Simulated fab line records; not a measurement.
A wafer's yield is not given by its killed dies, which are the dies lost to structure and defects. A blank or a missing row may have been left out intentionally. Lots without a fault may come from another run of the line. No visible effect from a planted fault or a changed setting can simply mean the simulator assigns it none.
Chamber matching | flow n5Finfet | N5_BEOL_M14_TRENCH_ETCH_34 on rieDiel-02 has 4 sister chambers
The step etches SiO2 in C4F8/O2/Ar, target depth 556.65 nm, time 126.9 s. 18 wafers are shown with their chamber, then 9 later ones without.

== EACH WAFER AND ITS CHAMBER ==
wafer  | chamber | rfVppV (V) | showerheadPlenumPTorr (Torr) | throttleValvePct (%)
L075.3 | 3       | 2237       | 3.45                         | 30.86
L075.4 | 1       | 2262       | 3.46                         | 31.17
L075.6 | 1       | 2263       | 3.46                         | 31.17
L078.1 | 0       | 2313       | 3.27                         | 30.72
L078.2 | 2       | 2171       | 3.62                         | 31.24
L078.4 | 1       | 2262       | 3.46                         | 31.17
L077.3 | 3       | 2237       | 3.45                         | 30.88
L077.4 | 0       | 2312       | 3.27                         | 30.69
L077.5 | 3       | 2237       | 3.45                         | 30.88
L084.4 | 3       | 2236       | 3.45                         | 30.88
L084.5 | 2       | 2171       | 3.61                         | 31.27
L084.6 | 3       | 2234       | 3.44                         | 30.89
L088.1 | 3       | 2234       | 3.44                         | 30.88
L088.3 | 0       | 2311       | 3.26                         | 30.69
L088.4 | 2       | 2171       | 3.60                         | 31.26
L087.3 | 2       | 2173       | 3.60                         | 31.28
L087.4 | 1       | 2261       | 3.44                         | 31.20
L087.6 | 0       | 2311       | 3.26                         | 30.72

SIGNATURES (means of the wafers above)
reading               | chamber 0 | chamber 1 | chamber 2 | chamber 3 | scatter within a chamber
rfVppV                | 2311.75   | 2262.00   | 2171.50   | 2235.83   | 1.15
showerheadPlenumPTorr | 3.2650    | 3.4550    | 3.6075    | 3.4467    | 0.0076
throttleValvePct      | 30.7050   | 31.1775   | 31.2625   | 30.8783   | 0.0145
Rule: for each reading, subtract the chamber's mean from the wafer's reading, divide by that reading's scatter and square the result; add these up over the readings and take the root, which gives the wafer's distance from the chamber. The wafer belongs to the nearest chamber; if the next one is less than 2 further off, it can't be placed. The scatter: take each reading less its chamber's mean, square it, sum over the shown wafers, divide by the number of wafers less the number of chambers, and take the root.

== WAFERS MISSING THEIR CHAMBER ==
wafer  | rfVppV (V) | showerheadPlenumPTorr (Torr) | throttleValvePct (%)
L090.1 | 2170       | 3.60                         | 31.27
L090.2 | 2309       | 3.26                         | 30.72
L090.4 | 2171       | 3.60                         | 31.27
L093.1 | 2310       | 3.25                         | 30.74
L093.2 | 2261       | 3.44                         | 31.21
L093.5 | 2260       | 3.44                         | 31.20
L092.1 | 2309       | 3.25                         | 30.73
L092.3 | 2234       | 3.44                         | 30.90
L092.4 | 2170       | 3.60                         | 31.28

== THE CHAMBER EACH PASSED THROUGH ==
wafer  | from the rows above | in truth
L090.1 | 2                   | 2
L090.2 | 0                   | 0
L090.4 | 2                   | 2
L093.1 | 0                   | 0
L093.2 | 1                   | 1
L093.5 | 1                   | 1
L092.1 | 0                   | 0
L092.3 | 3                   | 3
L092.4 | 2                   | 2
Correctly placed: 9 of 9. Left unplaced by these rows: 0. Number placed wrongly: 0.
